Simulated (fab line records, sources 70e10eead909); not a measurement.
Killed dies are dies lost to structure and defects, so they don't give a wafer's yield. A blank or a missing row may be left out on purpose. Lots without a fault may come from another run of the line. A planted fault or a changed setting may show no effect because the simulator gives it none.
One fault seen from 2 desks | flow nand_harc | each desk has only its own numbers; what lay behind them comes last

THE METROLOGY DESK
What the gauges read, lot by lot, whatever tool the lot ran on: means of the sampled wafers that have a number. A lot is out of limits, marked OUT, if its mean lies more than 4 standard deviations from the usual mean; the brackets give that distance.
Columns: A = cd_nm at NHARC_P_GATE_CD_MEAS_59, usual 719.6 nm
lot  | first seen here | A
L805 | day 7 09:19     | 718.9
L811 | day 9 17:02     | 719.0
L818 | day 12 21:33    | 718.3
L822 | day 14 06:26    | 721.5
L824 | day 15 01:07    | 720.5
This desk's finding: nothing out of limits on any of the 5 lots.

THE TOOL OWNER'S DESK: rie_diel-13
The tool's own readings at NHARC_P_GATE_DESCUM_61 (chemistry O2, time 3 s): means of the sampled wafers that have a number, for each lot that ran on this tool. A lot is out of limits, marked OUT, if its mean lies more than 4 standard deviations from the usual mean; the brackets give that distance.
Columns: A = drypump_motor_current_A at NHARC_P_GATE_DESCUM_61, usual 6.0 A; B = oes_product_au at NHARC_P_GATE_DESCUM_61, usual 0.999 a.u.; C = rf_vpp_V at NHARC_P_GATE_DESCUM_61, usual 57.7 V; D = run_length_s at NHARC_P_GATE_DESCUM_61, usual 23.81 s; E = showerhead_plenum_p_Torr at NHARC_P_GATE_DESCUM_61, usual 1.90 Torr; F = throttle_valve_pct at NHARC_P_GATE_DESCUM_61, usual 11.310 %
lot  | first seen here | A   | B     | C    | D                | E    | F
L811 | day 9 17:11     | 5.9 | 1.007 | 58.5 | 23.61            | 1.92 | 11.313
L818 | day 12 21:45    | 5.9 | 1.015 | 58.3 | 22.58 (-4.4) OUT | 1.86 | 11.304
This desk's finding: out of limits on L818; first on L818, day 12 21:45 (run_length_s at NHARC_P_GATE_DESCUM_61). In limits: L811.

PUT TOGETHER
The tool owner's desk could have raised an alarm at day 12 21:45, on L818.
The metrology desk saw nothing out of limits.
The metrology desk has L818 on record, within its limits.
Of the lots named, all ran NHARC_P_GATE_DESCUM_61 on rie_diel-13.

WHAT THE SIMULATOR HAD PUT IN
Process parameter drift: rie_diel-13, from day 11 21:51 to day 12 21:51, at NHARC_P_GATE_DESCUM_61. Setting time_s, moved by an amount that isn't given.
Lots struck among those shown: L818.
Hours from the fault's start to each desk's first reading out of limits: the tool owner's desk, 24.
